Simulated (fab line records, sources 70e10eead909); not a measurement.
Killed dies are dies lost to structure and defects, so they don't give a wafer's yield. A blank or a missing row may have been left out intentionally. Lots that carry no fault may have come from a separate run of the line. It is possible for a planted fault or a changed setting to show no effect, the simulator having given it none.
Matching of chambers :: flow nand harc :: NHARC_P_M0_ETCH_34 on rie diel-02 has 4 sister chambers
The step etches the open film in N2/H2, target depth 40 nm, overetch 12 nm, time 43.94 s. 8 wafers are shown with their chamber, then 7 later ones without.

== EACH WAFER AND ITS CHAMBER ==
wafer: L086.1
chamber: 0
drypump motor current A (A): 5.90
rf vpp V (V): 427.2

wafer: L086.6
chamber: 0
drypump motor current A (A): 5.91
rf vpp V (V): 427.4

wafer: L088.6
chamber: 2
drypump motor current A (A): 5.99
rf vpp V (V): 427.9

wafer: L092.2
chamber: 2
drypump motor current A (A): 5.99
rf vpp V (V): 429.6

wafer: L092.3
chamber: 3
drypump motor current A (A): 5.85
rf vpp V (V): 431.5

wafer: L092.4
chamber: 1
drypump motor current A (A): 6.00
rf vpp V (V): 433.2

wafer: L093.1
chamber: 1
drypump motor current A (A): 6.02
rf vpp V (V): 434.7

wafer: L093.3
chamber: 3
drypump motor current A (A): 5.89
rf vpp V (V): 432.7

== WAFERS WHOSE CHAMBER IS MISSING ==
wafer: L093.6
drypump motor current A (A): 6.01
rf vpp V (V): 428.1

wafer: L095.1
drypump motor current A (A): 5.83
rf vpp V (V): 431.1

wafer: L095.3
drypump motor current A (A): 6.02
rf vpp V (V): 433.6

wafer: L095.4
drypump motor current A (A): 6.00
rf vpp V (V): 427.7

wafer: L097.2
drypump motor current A (A): 5.93
rf vpp V (V): 427.7

wafer: L097.4
drypump motor current A (A): 5.99
rf vpp V (V): 426.7

wafer: L097.5
drypump motor current A (A): 5.92
rf vpp V (V): 428.8

== CHAMBER TAKEN BY EACH ==
wafer: L093.6
from the rows above: 2
in truth: 2

wafer: L095.1
from the rows above: 3
in truth: 3

wafer: L095.3
from the rows above: 1
in truth: 1

wafer: L095.4
from the rows above: 2
in truth: 2

wafer: L097.2
from the rows above: 0
in truth: 0

wafer: L097.4
from the rows above: 2
in truth: 2

wafer: L097.5
from the rows above: 0
in truth: 0
7 of 7 placed correctly. Left unplaced by these rows: 0. 0 placed wrongly.
How it was worked out, from the rows above alone: a wafer's distance from a chamber is the root of the sum, over the readings, of the square of ((its reading less the chamber's mean) divided by the reading's scatter). The wafer belongs to the nearest chamber; if the next one is less than 2 further off, it can't be placed. The mean given for a chamber averages the wafers shown for that chamber. The scatter is the square root of a quotient: the sum, over the shown wafers, of each reading's squared deviation from its chamber's mean, divided by wafers minus chambers.
